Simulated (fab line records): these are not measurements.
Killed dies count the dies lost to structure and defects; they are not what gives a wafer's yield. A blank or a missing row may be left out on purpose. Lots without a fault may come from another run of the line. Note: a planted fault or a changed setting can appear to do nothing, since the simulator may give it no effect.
Lot-split experiment -- flow n5Finfet -- 7 lots, 21 wafers read, on a route of 1938 steps

## THE SPLIT ITSELF
At N5_BEOL_M10_COAT_05 (resist thk 90 nm), the setting spinRpm was moved away from the recipe's 1500 rpm on 10 of the 21 wafers read, by -5.9% to -4.2%. All remaining wafers had this setting at the recipe value.

## FROM THE SPLIT TO THE READING: what the file shows between them, 2 steps
- N5_BEOL_M10_EBR_07
- N5_BEOL_M10_SOFTBAKE_06: time 60 s

## THE READING
CAR-ArF_of_BEOL_M10_COAT_05.thkNm (the simulator's own value, which no gauge read), in nm, at N5_BEOL_M10_DESCUM_16 (chemistry O2, time 7.9 s). The file does not state a usual value for it. Across the 11 wafers here that went through the recipe, the average is 83.4 nm and the standard deviation 0.22 nm.

wafer,"tool, chamber at the split","spinRpm as run, rpm",against the recipe,"CAR-ArF_of_BEOL_M10_COAT_05.thkNm, nm",against lot-mates on the recipe
L075.1,"lithoTrack-03, 0",1412,-5.9%,86.6,no lot-mate on the recipe
L075.3,"lithoTrack-03, 0",1412,-5.9%,86.4,no lot-mate on the recipe
L075.5,"lithoTrack-03, 0",1412,-5.9%,86.4,no lot-mate on the recipe
L082.1,"lithoTrack-02, 0",1500,recipe,83.8,-
L082.2,"lithoTrack-02, 0",1500,recipe,83.8,-
L082.6,"lithoTrack-02, 0",1500,recipe,83.6,-
L083.1,"lithoTrack-01, 0",1500,recipe,83.4,-
L083.3,"lithoTrack-01, 0",1500,recipe,83.4,-
L083.4,"lithoTrack-01, 0",1500,recipe,83.4,-
L087.1,"lithoTrack-02, 0",1500,recipe,83.4,-
L087.2,"lithoTrack-02, 0",1500,recipe,83.2,-
L087.4,"lithoTrack-02, 0",1424,-5.1%,85.6,+2.3
L093.3,"lithoTrack-02, 0",1419,-5.4%,85.8,+2.6
L093.5,"lithoTrack-02, 0",1419,-5.4%,85.6,+2.4
L093.6,"lithoTrack-02, 0",1500,recipe,83.2,-
L095.2,"lithoTrack-01, 0",1500,recipe,83.2,-
L095.4,"lithoTrack-01, 0",1429,-4.7%,85.6,+2.4
L095.6,"lithoTrack-01, 0",1429,-4.7%,85.6,+2.4
L096.1,"lithoTrack-02, 0",1500,recipe,83.2,-
L096.3,"lithoTrack-02, 0",1437,-4.2%,85.4,+2.2
L096.6,"lithoTrack-02, 0",1437,-4.2%,85.2,+2.0

THE FIT
A straight line over all 21 wafers: CAR-ArF_of_BEOL_M10_COAT_05.thkNm changes by -0.473 nm for each +1% of spinRpm; r = -0.98; the points scatter about the line by 0.23 nm.
The same after taking each lot's own level away (the mean of its wafers on the recipe; 18 wafers): -0.481 nm for each +1%; r = -1.00; scatter 0.1 nm.
On that fit, the largest move of spinRpm shifts the reading by 2.8 nm.
From 83.20 to 83.73 nm: that is the span of the lots' own levels, equal to 2.5 times the standard deviation above.
Hence the lot-to-lot level has little effect on the slope; both slopes agree.
Check: for one of the wafers moved furthest among these (-5.4%), held out of the fit, the line's prediction against its lot-mates is +2.6 nm. Against them it came out at +2.6 nm.

## FURTHER SPLITS ON THESE WAFERS
Before the reading, these wafers also passed through other splits. Each is held against what the fit with the lots' levels taken away leaves over:
other split on the same wafers,wafers away from the commonest value,r with CAR-ArF_of_BEOL_M10_COAT_05.thkNm (lot level and that fit taken away)
N5_BEOL_M9_COAT_59 spinRpm,11,+0.25
N5_BEOL_M9_COAT_05 spinRpm,5,-0.10

## THE WHOLE CHAIN: every reading that the file lists as answering this split, in the file's order
step,what it does,reading,change (the file's fit),r (the file's)
N5_BEOL_M10_COAT_05,resist thk 90 nm,"CAR-ArF_of_BEOL_M10_COAT_05.thkNm (the simulator's own value, which no gauge read)",-0.474 nm for each +1% of the setting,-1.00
N5_BEOL_M10_DESCUM_16,"chemistry O2, time 7.9 s","CAR-ArF_of_BEOL_M10_COAT_05.thkNm (the simulator's own value, which no gauge read)",-0.478 nm for each +1% of the setting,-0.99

## THE FILE'S OWN FIT
CAR-ArF_of_BEOL_M10_COAT_05.thkNm changes by -0.478 nm for each +1% of spinRpm, r = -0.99.
